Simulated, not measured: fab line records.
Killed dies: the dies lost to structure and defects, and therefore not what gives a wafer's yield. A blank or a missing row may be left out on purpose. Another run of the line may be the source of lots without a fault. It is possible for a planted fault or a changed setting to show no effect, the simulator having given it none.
Which tool is to blame? / flow nandHarc / 14 lots, 42 wafers sampled, at 3 steps of a route of 1302

WHAT THE GAUGES SHOWED, per wafer
NHARC_A_BLC_CD_MEAS_19.
lot=L846; measured=day 23 08:20; on=cdSem-02; cdNm (nm)=97 100 102
lot=L845; measured=day 23 09:13; on=cdSem-02; cdNm (nm)=101 101 105
lot=L847; measured=day 24 16:51; on=cdSem-03; cdNm (nm)=96 98 104
lot=L850; measured=day 25 08:25; on=cdSem-01; cdNm (nm)=105 102 105
lot=L852; measured=day 26 07:05; on=cdSem-01; cdNm (nm)=102 108 105
lot=L853; measured=day 26 23:48; on=cdSem-03; cdNm (nm)=104 102 101
lot=L855; measured=day 27 01:41; on=cdSem-01; cdNm (nm)=104 104 104
lot=L857; measured=day 28 01:07; on=cdSem-02; cdNm (nm)=101 96 98
lot=L860; measured=day 30 04:51; on=cdSem-02; cdNm (nm)=97 101 95
lot=L862; measured=day 30 22:10; on=cdSem-02; cdNm (nm)=103 103 105
lot=L863; measured=day 30 23:32; on=cdSem-02; cdNm (nm)=98 98 98
lot=L864; measured=day 31 07:13; on=cdSem-02; cdNm (nm)=101 100 95
lot=L866; measured=day 31 11:04; on=cdSem-03; cdNm (nm)=102 104 102
lot=L865; measured=day 31 11:07; on=cdSem-01; cdNm (nm)=100 101 102

NHARC_A_M0_CD_MEAS_09 targets a cd of 80 nm.
lot=L846; measured=day 23 11:09; on=cdSem-03; cdNm (nm)=80.0 80.1 81.1
lot=L845; measured=day 23 12:02; on=cdSem-02; cdNm (nm)=80.8 79.3 79.6
lot=L847; measured=day 24 19:46; on=cdSem-03; cdNm (nm)=80.2 80.0 81.1
lot=L850; measured=day 25 11:10; on=cdSem-03; cdNm (nm)=79.1 81.7 80.2
lot=L852; measured=day 26 09:59; on=cdSem-03; cdNm (nm)=80.1 81.0 79.6
lot=L853; measured=day 27 02:42; on=cdSem-01; cdNm (nm)=79.8 80.6 81.0
lot=L855; measured=day 27 04:45; on=cdSem-03; cdNm (nm)=78.7 78.6 80.5
lot=L857; measured=day 28 03:54; on=cdSem-03; cdNm (nm)=79.8 80.1 80.2
lot=L860; measured=day 30 08:11; on=cdSem-03; cdNm (nm)=88.2 88.5 89.1
lot=L862; measured=day 31 01:02; on=cdSem-02; cdNm (nm)=87.8 87.6 87.9
lot=L863; measured=day 31 02:24; on=cdSem-01; cdNm (nm)=80.0 79.6 82.0
lot=L864; measured=day 31 10:15; on=cdSem-03; cdNm (nm)=81.4 81.3 79.5
lot=L866; measured=day 31 14:03; on=cdSem-02; cdNm (nm)=81.6 79.8 81.4
lot=L865; measured=day 31 14:40; on=cdSem-01; cdNm (nm)=79.2 78.6 79.7

WHICH TOOL RAN EACH LOT (tool, then ch and the chambers of the sampled wafers, then the start)
lot=L846; NHARC_A_M0_PEB_07=lithoTrack-04 ch 0, day 23 11:04
lot=L845; NHARC_A_M0_PEB_07=lithoTrack-04 ch 0, day 23 11:57
lot=L847; NHARC_A_M0_PEB_07=lithoTrack-04 ch 0, day 24 19:41
lot=L850; NHARC_A_M0_PEB_07=lithoTrack-06 ch 0, day 25 11:05
lot=L852; NHARC_A_M0_PEB_07=lithoTrack-06 ch 0, day 26 09:54
lot=L853; NHARC_A_M0_PEB_07=lithoTrack-04 ch 0, day 27 02:37
lot=L855; NHARC_A_M0_PEB_07=lithoTrack-06 ch 0, day 27 04:40
lot=L857; NHARC_A_M0_PEB_07=lithoTrack-04 ch 0, day 28 03:49
lot=L860; NHARC_A_M0_PEB_07=lithoTrack-04 ch 0, day 30 08:05
lot=L862; NHARC_A_M0_PEB_07=lithoTrack-04 ch 0, day 31 00:57
lot=L863; NHARC_A_M0_PEB_07=lithoTrack-06 ch 0, day 31 02:19
lot=L864; NHARC_A_M0_PEB_07=lithoTrack-06 ch 0, day 31 10:10
lot=L866; NHARC_A_M0_PEB_07=lithoTrack-06 ch 0, day 31 13:58
lot=L865; NHARC_A_M0_PEB_07=lithoTrack-06 ch 0, day 31 14:35
- NHARC_A_M0_PEB_07: peb time 65 s.

WHAT THE TOOLS THEMSELVES READ (means of the sampled wafers that have a number; where no wafer has one, the mark that the record gives instead)
NHARC_A_M0_PEB_07.
lot=L846; tool=lithoTrack-04; heaterPowerTotalW (W)=156.6
lot=L845; tool=lithoTrack-04; heaterPowerTotalW (W)=156.6
lot=L847; tool=lithoTrack-04; heaterPowerTotalW (W)=156.7
lot=L850; tool=lithoTrack-06; heaterPowerTotalW (W)=156.7
lot=L852; tool=lithoTrack-06; heaterPowerTotalW (W)=156.8
lot=L853; tool=lithoTrack-04; heaterPowerTotalW (W)=156.7
lot=L855; tool=lithoTrack-06; heaterPowerTotalW (W)=156.7
lot=L857; tool=lithoTrack-04; heaterPowerTotalW (W)=157.0
lot=L860; tool=lithoTrack-04; heaterPowerTotalW (W)=156.3
lot=L862; tool=lithoTrack-04; heaterPowerTotalW (W)=156.7
lot=L863; tool=lithoTrack-06; heaterPowerTotalW (W)=156.5
lot=L864; tool=lithoTrack-06; heaterPowerTotalW (W)=156.8
lot=L866; tool=lithoTrack-06; heaterPowerTotalW (W)=156.8
lot=L865; tool=lithoTrack-06; heaterPowerTotalW (W)=156.9

THE ANSWER, worked out from the rows above alone
Rule: the usual values come from the lots themselves. Put in order of their means at a reading, lots are off if they are a third of the lots or fewer, leave a main group of 4 or more, and stand apart from it by a gap of 3 or more times the standard deviation of the main group's means; of several such gaps the widest counts. Not used: any main group whose means are identical at the precision the tables above print for the reading. Also off: a lot with no number at a reading for which 4 or more lots have one. All remaining lots with rows at the step are treated as sound. After the gauges, taken in route order, come the tools' own readings; for these a lot's mean is taken, as printed above. At the first step where some lot is off, the reading lying furthest off is the one used; lots without a number count as furthest.
Off, at NHARC_A_M0_CD_MEAS_09 on cdNm: L860, L862. Mean 80.2 nm and standard deviation 0.51 in the main group.
If a tool, at a process step before that reading, ran all the lots that are off and no sound lot after the first of them, it fits. Those tools and the gauges at NHARC_A_M0_CD_MEAS_09 are tried in the same way. One candidate fits, namely lithoTrack-04 at NHARC_A_M0_PEB_07. A fault onset in the window from L857 (day 28 03:49, its last sound lot) to L860 (day 30 08:05, its first lot off) fits.

WHAT THE SIMULATOR HAD INSERTED
Process parameters drifting: lithoTrack-04 at NHARC_A_M0_PEB_07, beginning at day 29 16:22. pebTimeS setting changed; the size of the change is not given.
Shown lots that were struck: L860, L862. This agrees with what the rule above found.
